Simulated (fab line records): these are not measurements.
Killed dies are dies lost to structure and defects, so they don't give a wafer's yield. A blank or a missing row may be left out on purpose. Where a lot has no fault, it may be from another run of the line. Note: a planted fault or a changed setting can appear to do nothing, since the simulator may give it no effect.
A struck lot beside a sound one | flow n5 finfet | 15 out of 1938 route steps
Sound: these wafers, L130.1, L130.2, L130.5. Wafers struck: L137.1, L137.4, L137.6. The cause comes at the end.
Each step with rows lists, per side, the tool, then ch with its chambers, then its first start. Under that, the readings that differ: sound wafers | struck wafers | difference of the means | sigmas: that difference in standard deviations of wafers without a fault.
alike: readings with means less than 2 such deviations apart, plus words and numbers identical on both sides. not compared: withheld readings, readings lacking a value on some wafer, bounds such as >300 that could conceal the same value, and numbers that have no deviation in the record and whose values overlap.
The two part at a step that has a row with sigmas, a row that says differs or no value, or rows on one side only. When numbers do not overlap yet have no deviation, they are printed without sigmas and do not part them. A reading that every wafer of one side lacks parts them only if that side has two wafers or more.

first, 4 steps without rows for these wafers: N5_MOL_CONTACT_COAG_SOFTBAKE_79 (time 60 s); N5_MOL_CONTACT_COAG_EXPOSE_81 (exposes mask VG, defocus 0 nm); N5_MOL_CONTACT_COAG_PEB_82 (peb time 60 s); N5_MOL_CONTACT_COAG_DEVELOP_83 (develop time 30 s).
N5_MOL_CONTACT_COAG_CD_MEAS_84: the cd target is 25.1 nm.
  sound on cd sem-02 ch 0, day 7 18:29; struck on cd sem-02 ch 0, day 9 07:59
  alike: cd nm
N5_MOL_CONTACT_COAG_OVL_MEAS_85:
  sound on overlay-02 ch 0, day 7 18:31; struck on overlay-01 ch 0, day 9 08:01
  alike: VG_OVL
N5_MOL_CONTACT_COAG_INSPECT_57: inspects for defects (brightfield).
  sound on defect inspect-02, day 7 18:34; struck on defect inspect-01, day 9 08:04
  alike: raw defect count
N5_MOL_CONTACT_COAG_DESCUM_88: chemistry O2, time 7 s.
  sound on rie diel-04 ch 1,2,3, day 7 18:40; struck on rie diel-06 ch 0,1, day 9 08:23
  alike: drypump motor current A, o2 flow sccm, oes product au, rf vpp V, showerhead plenum p Torr, throttle valve pct
  not compared: rf hours counter h
N5_MOL_CONTACT_COAG_ETCH_89: etches underlayer in N2/H2, target depth 13 nm, time 10.4 s.
  sound on rie diel-04 ch 1,2,3, day 7 18:41; struck on rie diel-06 ch 0,1, day 9 08:25
  alike: drypump motor current A, etch rf on time s, oes product au, rf vpp V, showerhead plenum p Torr, throttle valve pct
  not compared: rf hours counter h
N5_MOL_CONTACT_COAG_ETCH_90: etches SiARC in CF4, target depth 13 nm, time 21.7 s.
  sound on rie diel-04 ch 1,2,3, day 7 18:43; struck on rie diel-06 ch 0,1, day 9 08:26
  alike: drypump motor current A, etch rf on time s, oes product au, rf vpp V, showerhead plenum p Torr, throttle valve pct
  not compared: rf hours counter h
N5_MOL_CONTACT_COAG_ALD_131: deposits SiO2, target thk 5 nm, pulse time 1 s, co reactant pulse time 1 s.
  sound on ald sin-04 ch 0,1,3, day 7 18:47; struck on ald sin-03 ch 0,2, day 9 08:31
  alike: heater power w, precursor pulse height rel
  not compared: since wet clean h
N5_MOL_CONTACT_COAG_ETCHBACK_132: etches SiO2 in CHF3, target depth 10 nm, time 6.7 s.
  sound on rie diel-04 ch 0,1,3, day 7 19:17; struck on rie diel-04 ch 0,2, day 9 08:41
  alike: drypump motor current A, oes product au, rf vpp V, showerhead plenum p Torr, throttle valve pct
  not compared: rf hours counter h
N5_MOL_CONTACT_COAG_ETCH_91: etches SOC in N2/H2, target depth 60 nm, overetch 21 nm, time 101.2 s.
  sound on rie diel-04 ch 0,1,3, day 7 19:20; struck on rie diel-04 ch 0,2, day 9 08:43
  reading                                             | sound   | struck      | difference | sigmas
  model.SiARC_of_MOL_CONTACT_COAG_COAT_76.thk nm (nm) | 6 6 5.8 | 6.6 6.6 6.4 | +0.6       |
  alike: drypump motor current A, oes product au, rf vpp V, showerhead plenum p Torr, throttle valve pct
  not compared: rf hours counter h
then, 2 steps without rows for these wafers: N5_MOL_CONTACT_COAG_STRIP_92 (strips in N2/H2); N5_PASSIVATION_PROBE_49.

WHERE THEY PART
Nowhere in this record.

WHY: what had been put in by the simulator
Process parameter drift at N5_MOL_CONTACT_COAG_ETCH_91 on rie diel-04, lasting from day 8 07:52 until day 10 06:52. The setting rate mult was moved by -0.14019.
